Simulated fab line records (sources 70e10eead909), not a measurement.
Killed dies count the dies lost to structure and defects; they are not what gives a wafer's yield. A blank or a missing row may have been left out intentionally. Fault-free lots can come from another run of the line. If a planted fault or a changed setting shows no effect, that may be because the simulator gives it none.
Matching of chambers | flow nandHarc | 4 sister chambers for NHARC_A_CHANNEL_FILL_D2_STRIP_28 on rieDiel-05
The step strips in O2, time 20 s. 4 wafers are shown with their chamber, then 8 later ones without.

## WAFERS PAIRED WITH THEIR CHAMBERS
wafer  | chamber | showerheadPlenumPTorr (Torr)
L078.2 | 3       | 3.78
L086.2 | 1       | 3.52
L086.6 | 0       | 3.37
L091.1 | 2       | 3.48

## WAFERS WITHOUT THEIR CHAMBER
wafer  | showerheadPlenumPTorr (Torr)
L091.4 | 3.78
L091.6 | 3.78
L096.1 | 3.37
L096.4 | 3.51
L096.5 | 3.77
L097.2 | 3.77
L097.3 | 3.51
L097.6 | 3.48

## WHICH CHAMBER EACH WENT THROUGH
wafer  | from the rows above | in truth
L091.4 | 3                   | 3
L091.6 | 3                   | 3
L096.1 | 0                   | 0
L096.4 | 1                   | 1
L096.5 | 3                   | 3
L097.2 | 3                   | 3
L097.3 | 1                   | 1
L097.6 | 2                   | 2
8 of 8 placed correctly. Not placeable from these rows: 0. Placed wrongly: 0.
How it was worked out, from the rows above alone: a wafer's distance from a chamber is the root of the sum, over the readings, of the square of ((its reading less the chamber's mean) divided by the reading's scatter). The wafer belongs to the nearest chamber; if the next one is less than 2 further off, it can't be placed. For every chamber, the mean is computed from those of its wafers that are shown. The scatter (one wafer shown for each chamber): square how far every hidden wafer sits from the nearest shown wafer, average those squares and take the square root.
